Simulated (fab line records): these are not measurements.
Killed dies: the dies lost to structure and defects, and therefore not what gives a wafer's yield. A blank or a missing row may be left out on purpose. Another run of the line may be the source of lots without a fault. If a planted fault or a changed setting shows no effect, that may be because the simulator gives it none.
A lot that was struck, set against a sound lot | flow n5_finfet | 15 steps out of a route of 1938
Sound: the wafers L537.1, L537.2, L537.3. Struck: wafer L541.2; the same lot's L541.4 was not struck, so it is left out; see the end for the cause.
Order at every step that has rows: each side's tool, ch and its chambers, its first start. Under that, the readings that differ: sound wafers | struck wafers | difference of the means | sigmas: that difference in standard deviations of wafers without a fault.
alike: readings whose means differ by less than 2 such deviations, and words and numbers that are the same on both sides. not compared: withheld readings, readings that some wafer has no value for, bounds like >300 that may hide the same value, and numbers for which the record gives no deviation and whose values overlap.
Wherever a step has rows on one side only, a row that says differs or no value, or a row with sigmas, the two part there. Numbers that don't overlap but have no deviation are shown without sigmas and don't part them. Lack of a reading on every wafer of one side parts them only where that side has two or more wafers.

N5_BEOL_M10_STRIP_77: strips in N2/H2, time 10 s.
  sound on rie_diel-01 ch 0,2,3; struck on rie_diel-01 ch 0
  alike: drypump_motor_current_A, oes_product_au, rf_vpp_V, showerhead_plenum_p_Torr, throttle_valve_pct
  not compared: rf_hours_counter_h
N5_BEOL_M10_OCD_MEAS_38:
  sound: ocd-02 at day 11 07:09; struck: ocd-01 at day 11 23:52
  alike: trench_depth_nm
then, 4 steps without rows for these wafers: N5_BEOL_M10_HM_STRIP_39 (strips TiN in peroxide tin strip, target depth 25 nm, time 158 s); N5_BEOL_M10_SRD_40 (time 30 s); N5_BEOL_M10_PRECLEAN_42 (cleans in residue remover, time 60 s); N5_BEOL_M10_SRD_43 (time 30 s).
N5_BEOL_M10_CD_MEAS_35 targets a cd of 70 nm.
  sound: cd_sem-03 at day 11 07:18; struck: cd_sem-01 at day 12 00:01
  alike: cd_nm
N5_BEOL_M10_CURE_72: cures SiCOH lowk, time 120 s.
  sound on uv_cure-02 ch 2, day 11 07:20; struck on uv_cure-02 ch 1, day 12 00:06
  alike: lamp_power_pct, wafer_temp_C_max
N5_BEOL_M10_DEGAS_44: time 60 s.
  sound: pvd_sputter-03 at day 11 07:46; struck: pvd_sputter-02 at day 12 01:02
  alike: heater_power_w
then, 1 step without rows for these wafers: N5_BEOL_M10_PRE_CLEAN_45 (time 30 s).
N5_BEOL_M10_ALD_74: deposits TaN, target thk 2 nm, pulse time 2 s, purge time 3 s.
  sound on ald_metal-01 ch 0,2,3, day 11 08:01; struck on ald_metal-01 ch 2, day 12 01:08
  alike: heater_power_w, mfc_carrier_sccm
then, 1 step without rows for these wafers: N5_BEOL_M10_SURFACE_TREAT_76.
N5_BEOL_M10_CVD_75: deposits Co from CCTBA/H2, target thk 2 nm, time 138.9 s.
  sound on cvd_co-02 ch 0,1,2, day 11 08:25; struck on cvd_co-01 ch 0, day 12 01:36
  reading          | sound             | struck | difference | sigmas
  run_length_s (s) | 161.8 161.9 161.8 | 226.4  | +64.6      | +99 or more
N5_BEOL_M10_SPUTTER_48: material Cu, target thk 12 nm, time 2 s.
  sound: pvd_sputter-03 at day 11 08:33; struck: pvd_sputter-02 at day 12 01:43
  reading                | sound             | struck | difference | sigmas
  cathode_dc_power_W (W) | 25992 25994 26003 | 26010  | +14        | +3
  alike: throttle_valve_pct
N5_PASSIVATION_PROBE_49:
  rows exist in the record for the sound wafers here (prober-02, day 13 05:35), none for the struck ones

## WHERE THEY PART
First at N5_BEOL_M10_CVD_75; last, within this record, at N5_PASSIVATION_PROBE_49.

WHY: the cause the simulator had injected
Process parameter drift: cvd_co-01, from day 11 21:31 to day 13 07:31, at N5_BEOL_M10_CVD_75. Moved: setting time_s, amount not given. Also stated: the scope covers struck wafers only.
